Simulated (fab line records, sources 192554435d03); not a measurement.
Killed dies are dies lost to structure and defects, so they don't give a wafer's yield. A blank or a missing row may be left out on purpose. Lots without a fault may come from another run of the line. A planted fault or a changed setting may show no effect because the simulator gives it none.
A struck lot beside a sound one | flow n5_finfet | 16 steps out of a route of 1938
Sound: wafers L603.1, L603.3, L603.4. Struck: wafers L619.1, L619.3, L619.4. The cause comes at the end.
At each step with rows: each side's tool, then ch and its chambers, then its first start. Under that, the readings that differ: sound wafers | struck wafers | difference of the means | sigmas: that difference in standard deviations of wafers without a fault.
alike: readings whose means differ by less than 2 such deviations, and words and numbers that are the same on both sides. not compared: withheld readings, readings that some wafer has no value for, bounds like >300 that may hide the same value, and numbers for which the record gives no deviation and whose values overlap.
The two part at a step that has a row with sigmas, a row that says differs or no value, or rows on one side only. Numbers that don't overlap but have no deviation are shown without sigmas and don't part them. A reading that every wafer of one side lacks parts them only if that side has two wafers or more.

first, 1 step without rows for these wafers: N5_BEOL_M1_DEVELOP_27 (develop time 30 s).
N5_BEOL_M1_CD_MEAS_28: target cd y 23.3 nm.
  sound on cd_sem-03 ch 0, day 6 23:16; struck on cd_sem-01 ch 0, day 10 20:54
  alike: cd_nm
N5_BEOL_M1_OVL_MEAS_29:
  sound on overlay-02 ch 0, day 6 23:17; struck on overlay-01 ch 0, day 10 20:56
  alike: V0_OVL
N5_BEOL_M1_INSPECT_30: inspects for defects (brightfield).
  sound on defect_inspect-01, day 6 23:21; struck on defect_inspect-01, day 10 20:59
  alike: raw_defect_count
N5_BEOL_M1_DESCUM_33: chemistry O2, time 7 s.
  sound on rie_diel-05 ch 0,1,3, day 6 23:34; struck on rie_diel-02 ch 1,2,3, day 10 21:04
  alike: drypump_motor_current_A, o2_flow_sccm, oes_product_au, rf_vpp_V, showerhead_plenum_p_Torr, throttle_valve_pct
  not compared: rf_hours_counter_h
N5_BEOL_M1_ETCH_77: etches underlayer in N2/H2, target depth 6.5 nm, time 5.2 s.
  sound on rie_diel-05 ch 0,1,3, day 6 23:36; struck on rie_diel-02 ch 1,2,3, day 10 21:06
  alike: drypump_motor_current_A, etch_rf_on_time_s, oes_product_au, rf_vpp_V, showerhead_plenum_p_Torr, throttle_valve_pct
  not compared: rf_hours_counter_h
N5_BEOL_M1_ETCH_69: etches SiARC in CF4, target depth 15.6 nm, time 26 s.
  sound on rie_diel-05 ch 0,1,3, day 6 23:37; struck on rie_diel-02 ch 1,2,3, day 10 21:07
  alike: drypump_motor_current_A, etch_rf_on_time_s, oes_product_au, rf_vpp_V, showerhead_plenum_p_Torr, throttle_valve_pct
  not compared: rf_hours_counter_h
N5_BEOL_M1_ALD_98: deposits SiO2, target thk 2.5 nm, pulse time 1 s, co reactant pulse time 1 s.
  sound on ald_sin-03 ch 0,1,3, day 7 00:08; struck on ald_sin-04 ch 0,2,3, day 10 21:13
  alike: heater_power_w, precursor_pulse_height_rel
  not compared: since_wet_clean_h
then, 1 step without rows for these wafers: N5_BEOL_M1_ETCHBACK_99 (etches SiO2 in CHF3, target depth 5 nm, time 10.4 s).
N5_BEOL_M1_ETCH_70: etches SOC in N2/H2, target depth 80 nm, overetch 16 nm, time 120 s.
  sound on rie_diel-05 ch 0,1,3, day 7 01:17; struck on rie_diel-02 ch 0,2,3, day 10 22:22
  alike: drypump_motor_current_A, oes_product_au, rf_vpp_V, run_length_s, showerhead_plenum_p_Torr, throttle_valve_pct
  not compared: rf_hours_counter_h
then, 2 steps without rows for these wafers: N5_BEOL_M1_STRIP_71 (strips in N2/H2); N5_BEOL_M1_STRIP_78 (strips in N2/H2).
N5_BEOL_M1_VIA_ETCH_34: etches the open film in C4F6/O2, target depth 67.8 nm, time 64.4 s.
  sound on rie_diel-05 ch 0,1,3, day 7 01:23; struck on rie_diel-02 ch 0,2,3, day 10 22:28
  reading                                  | sound            | struck            | difference | sigmas
  run_length_s (s)                         | 88.0 88.2 87.7   | 79.3 78.1 79.0    | -9.2       | -22
  model.etch.depth_nm (nm)                 | 66.1 68.05 68.22 | 57.54 60.25 57.14 | -9.15      |
  model.SOC_of_BEOL_M1_COAT_67.thk_nm (nm) | 52.4 52.2 52.4   | 53.2 53 53        | +0.7       |
  alike: O2_flow_sccm, drypump_motor_current_A, oes_product_au, rf_vpp_V, showerhead_plenum_p_Torr, throttle_valve_pct
  not compared: rf_hours_counter_h
then, 1 step without rows for these wafers: N5_BEOL_M1_STRIP_83 (strips in C4F6/O2).
-- the record jumps here: 2 days lie between the struck wafers' starts before and after (it left off in module BEOL_M1 and takes up again in module BEOL_M4, whose first step shown is number 1111 of the route) --
N5_BEOL_M4_RC_MEAS_101:
  sound on prober-02 ch 0, day 8 11:24; struck on prober-02 ch 0, day 13 01:28
  alike: DIBL_N, DIBL_P, IOFF_N, IOFF_P, ION_N, ION_P, SS_N, SS_P, VT_N, VT_P
-- the record jumps here: 4 days lie between the struck wafers' starts before and after (it left off in module BEOL_M4 and takes up again in module PASSIVATION, whose first step shown is number 1936 of the route) --
N5_PASSIVATION_PROBE_49:
  sound on prober-02, day 12 16:27; struck on prober-01, day 17 09:12
  alike: defect_limited_yield, killed_at_M0_to_M3, killed_at_M4_up, killed_at_contacts, killed_at_front_end, killed_at_other, killed_dies, killed_open, killed_short, sort_bin_5_function, sort_bin_6_memory, sort_n_pass, sort_yield_pct

WHERE THEY PART
Only at N5_BEOL_M1_VIA_ETCH_34, within this record. Later steps at which nothing parts them and some readings are alike: N5_BEOL_M4_RC_MEAS_101, N5_PASSIVATION_PROBE_49.

WHY: what the simulator had put in
Process parameter drift: rie_diel-02, from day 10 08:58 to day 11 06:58, at N5_BEOL_M1_VIA_ETCH_34. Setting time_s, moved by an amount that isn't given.
